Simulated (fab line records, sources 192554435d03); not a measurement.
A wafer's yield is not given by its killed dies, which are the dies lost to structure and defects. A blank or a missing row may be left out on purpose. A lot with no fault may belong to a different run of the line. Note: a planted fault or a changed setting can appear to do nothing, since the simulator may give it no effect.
Chamber matching -- flow n5 finfet -- 4 sister chambers for N5_MIM_TOP_ALD_00 on ald hk-03
The step deposits Al2O3, purge time 3 s, co reactant pulse time 3 s. 20 wafers are shown with their chamber, then 10 later ones without.

## WAFERS PAIRED WITH THEIR CHAMBERS
wafer,chamber,precursor pulse height rel
L074.2,0,0.992
L074.3,2,0.996
L074.5,3,1.018
L076.1,1,1.020
L076.4,0,0.981
L076.5,2,1.019
L077.1,2,0.973
L077.4,3,1.020
L077.5,1,1.007
L083.2,2,0.987
L083.5,3,1.033
L083.6,0,1.020
L082.2,3,1.033
L082.4,0,1.031
L082.5,0,1.020
L080.1,0,0.998
L080.3,3,0.978
L080.6,3,1.017
L081.2,0,0.989
L081.3,3,0.987

SIGNATURES (means of the wafers above)
reading,chamber 0,chamber 1,chamber 2,chamber 3,scatter within a chamber
precursor pulse height rel,1.00443,1.01350,0.99375,1.01229,0.0196
Rule: distance of a wafer from a chamber = root of the sum over the readings of ((wafer's reading minus chamber's mean) / reading's scatter) squared. If the next closest chamber is less than 2 further off than the closest, the wafer can't be placed; otherwise it belongs to the closest. The scatter: the root of (the sum of the squares of (reading less its chamber's mean) over the shown wafers, divided by (wafers less chambers)).

## WAFERS WITH NO CHAMBER GIVEN
wafer,precursor pulse height rel
L081.4,0.991
L087.1,1.015
L087.2,1.028
L087.4,1.008
L091.1,1.002
L091.4,0.985
L091.5,0.961
L094.4,0.961
L094.5,0.996
L094.6,1.024

## WHICH CHAMBER EACH WENT THROUGH
wafer,from the rows above,in truth
L081.4,can't be placed: 2 or 0 or 3 or 1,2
L087.1,can't be placed: 1 or 3 or 0 or 2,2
L087.2,can't be placed: 1 or 3 or 0 or 2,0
L087.4,can't be placed: 0 or 3 or 1 or 2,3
L091.1,can't be placed: 0 or 2 or 3 or 1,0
L091.4,can't be placed: 2 or 0 or 3 or 1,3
L091.5,can't be placed: 2 or 0 or 3 or 1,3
L094.4,can't be placed: 2 or 0 or 3 or 1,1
L094.5,can't be placed: 2 or 0 or 3 or 1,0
L094.6,can't be placed: 1 or 3 or 0 or 2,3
Correctly placed: 0 of 10. From these rows, 10 cannot be placed; in 10 the true chamber is one of the candidates. Wrongly placed: 0.
